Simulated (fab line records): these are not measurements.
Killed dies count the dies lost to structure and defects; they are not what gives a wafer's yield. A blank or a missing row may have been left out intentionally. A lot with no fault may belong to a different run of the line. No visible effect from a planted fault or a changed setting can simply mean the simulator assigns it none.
Split-lot trial    flow n5 finfet    39 wafers read across 7 lots, on a route 1938 steps long

== ABOUT THE SPLIT ==
At N5_BEOL_M0_SAQP_ETCH_106 (etches SOC in N2/H2, stops on SiNx, target depth 150 nm), the setting target depth a was moved away from the recipe's 1500 angstrom on 12 of the 39 wafers read, by -53.0% to +34.0%. This setting was run at the recipe's value on the other wafers.

Reading taken at the split's own step.

== THE READING ==
SOC_of_BEOL_M0_SAQP_COAT_105.thk nm (the simulator's own value, which no gauge read), in nm, at N5_BEOL_M0_SAQP_ETCH_106 (etches SOC in N2/H2, stops on SiNx, target depth 150 nm). There is no usual value for it anywhere in the file. The 27 wafers here that ran the recipe average 24.1 nm, standard deviation 1.5 nm.

wafer   tool, chamber at the split  target depth a as run, angstrom  against the recipe  SOC_of_BEOL_M0_SAQP_COAT_105.thk nm, nm  against lot-mates on the recipe
L078.2  rie diel-01, 0              1500                             recipe              23                                       -
L078.4  rie diel-01, 2              1500                             recipe              22.6                                     -
L078.6  rie diel-01, 2              1500                             recipe              23.4                                     -
L079.1  rie diel-06, 1              1500                             recipe              25                                       -
L079.2  rie diel-06, 2              1500                             recipe              21.6                                     -
L079.3  rie diel-06, 0              705.1                            -53.0%              64.6                                     +40.9
L079.4  rie diel-06, 3              705.1                            -53.0%              64                                       +40.3
L079.5  rie diel-06, 3              705.1                            -53.0%              64                                       +40.3
L079.6  rie diel-06, 0              1500                             recipe              24.4                                     -
L086.1  rie diel-06, 1              1170                             -22.0%              42.8                                     +18.2
L086.2  rie diel-06, 0              1500                             recipe              25.4                                     -
L086.5  rie diel-06, 0              1500                             recipe              25.4                                     -
L086.3  rie diel-06, 3              1170                             -22.0%              41.4                                     +16.8
L086.4  rie diel-06, 2              1500                             recipe              23                                       -
L086.6  rie diel-06, 3              1170                             -22.0%              41.6                                     +17.0
L087.1  rie diel-01, 3              1500                             recipe              20.6                                     -
L087.2  rie diel-01, 1,0,0          1500                             recipe              22.6                                     -
L087.3  rie diel-01, 1,0,0          1500                             recipe              22.6                                     -
L087.5  rie diel-01, 1,0,0          1500                             recipe              22.6                                     -
L087.4  rie diel-01, 2              1500                             recipe              22.2                                     -
L087.6  rie diel-01, 1              1500                             recipe              23                                       -
L089.1  rie diel-03, 3              1220                             -18.7%              38.4                                     +12.9
L089.2  rie diel-03, 1              1500                             recipe              25.6                                     -
L089.3  rie diel-03, 2              1500                             recipe              26                                       -
L089.4  rie diel-03, 0              1220                             -18.7%              39.4                                     +13.9
L089.5  rie diel-03, 2              1220                             -18.7%              39.8                                     +14.3
L089.6  rie diel-03, 1              1500                             recipe              24.8                                     -
L093.1  rie diel-03, 2              2010                             +34.0%              2                                        -23.4
L093.2  rie diel-03, 0              1500                             recipe              25.4                                     -
L093.3  rie diel-03, 1,0            2010                             +34.0%              0                                        -25.4
L093.5  rie diel-03, 1,0            2010                             +34.0%              0                                        -25.4
L093.4  rie diel-03, 1              1500                             recipe              24.8                                     -
L093.6  rie diel-03, 2              1500                             recipe              26                                       -
L096.1  rie diel-06, 1              1500                             recipe              25.4                                     -
L096.2  rie diel-06, 3              1500                             recipe              24.4                                     -
L096.3  rie diel-06, 0              1500                             recipe              25.2                                     -
L096.4  rie diel-06, 3              1500                             recipe              24.2                                     -
L096.5  rie diel-06, 1              1500                             recipe              25.8                                     -
L096.6  rie diel-06, 0              1500                             recipe              24.8                                     -
When a row names more than one chamber, that row covers several wafers, and the file does not tell which wafer ran in which chamber.

FIT RESULTS
A straight line over all 39 wafers: SOC_of_BEOL_M0_SAQP_COAT_105.thk nm changes by -0.745 nm for each +1% of target depth a; r = -0.99; the points scatter about the line by 1.5 nm.
The same after taking each lot's own level away (the mean of its wafers on the recipe; 39 wafers): -0.754 nm for each +1%; r = -1.00; scatter 0.86 nm.
On that fit, the largest move of target depth a shifts the reading by 40 nm.
Across the lots, their own levels run from 22.27 to 25.47 nm, a range of 2.2 times the standard deviation given above.
Hence the lot-to-lot level has little effect on the slope; both slopes agree.
Check: +39.9 nm against its lot-mates is what the line predicts for one of the wafers moved furthest among these (-53.0%) when that wafer is left out of the fit. It came out at +40.9 nm against them.

== THESE WAFERS: OTHER SPLITS ==
Before the reading, these wafers also passed through other splits. Each is held against what the fit with the lots' levels taken away leaves over:
other split on the same wafers        wafers away from the commonest value  r with SOC_of_BEOL_M0_SAQP_COAT_105.thk nm (lot level and that fit taken away)
N5_STI_FIN_REVEAL_ETCHBACK_08 time s  12                                    -0.03

== THE WHOLE CHAIN: every reading that the file lists as answering this split, in the file's order ==
step                      what it does                                             reading                                                                               change (the file's fit)                                                           r (the file's)
N5_BEOL_M0_SAQP_ETCH_106  etches SOC in N2/H2, stops on SiNx, target depth 150 nm  SOC_of_BEOL_M0_SAQP_COAT_105.thk nm (the simulator's own value, which no gauge read)  -0.756 nm for each +1% of the setting                                             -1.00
N5_BEOL_M0_SAQP_ETCH_107  etches SiNx in CH3F/O2, target depth 30 nm               SOC_of_BEOL_M0_SAQP_COAT_105.thk nm (the simulator's own value, which no gauge read)  not straight: 53.27 at the lowest setting, 13.19 at the recipe, 0 at the highest  not given

== THE FILE'S OWN FIT ==
SOC_of_BEOL_M0_SAQP_COAT_105.thk nm changes by -0.756 nm for each +1% of target depth a, r = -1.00.
